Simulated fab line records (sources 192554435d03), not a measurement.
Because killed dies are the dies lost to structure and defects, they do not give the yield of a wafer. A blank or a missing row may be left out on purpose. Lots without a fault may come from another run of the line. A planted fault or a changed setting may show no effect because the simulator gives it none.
Chamber matching | flow n5_finfet | N5_BEOL_M1_DESCUM_16 on rie_diel-04 has 4 sister chambers
The step chemistry O2, time 7 s. 4 wafers are shown with their chamber, then 12 later ones without.

## WAFERS PAIRED WITH THEIR CHAMBERS
wafer  | chamber | throttle_valve_pct (%)
L083.5 | 1       | 20.5
L088.3 | 2       | 20.2
L090.2 | 3       | 21.2
L090.6 | 0       | 20.1

## WAFERS WHOSE CHAMBER IS MISSING
wafer  | throttle_valve_pct (%)
L091.2 | 20.5
L091.3 | 20.1
L091.6 | 20.5
L092.2 | 21.1
L092.3 | 20.1
L092.4 | 20.2
L095.1 | 20.1
L095.3 | 21.1
L095.4 | 20.5
L097.2 | 20.1
L097.4 | 20.2
L097.5 | 21.2

## THE CHAMBER EACH PASSED THROUGH
wafer  | from the rows above | in truth
L091.2 | 1                   | 1
L091.3 | 0                   | 0
L091.6 | 1                   | 1
L092.2 | 3                   | 3
L092.3 | 0                   | 0
L092.4 | 2                   | 2
L095.1 | 0                   | 0
L095.3 | 3                   | 3
L095.4 | 1                   | 1
L097.2 | 0                   | 0
L097.4 | 2                   | 2
L097.5 | 3                   | 3
12 of 12 placed correctly. Not placeable from these rows: 0. Wrongly placed: 0.
How it was worked out, from the rows above alone: a wafer's distance from a chamber is the root of the sum, over the readings, of the square of ((its reading less the chamber's mean) divided by the reading's scatter). If the next closest chamber is less than 2 further off than the closest, the wafer can't be placed; otherwise it belongs to the closest. For every chamber, the mean is computed from those of its wafers that are shown. The scatter: root of mean squared gap, hidden wafer to nearest shown wafer, with one shown wafer a chamber.
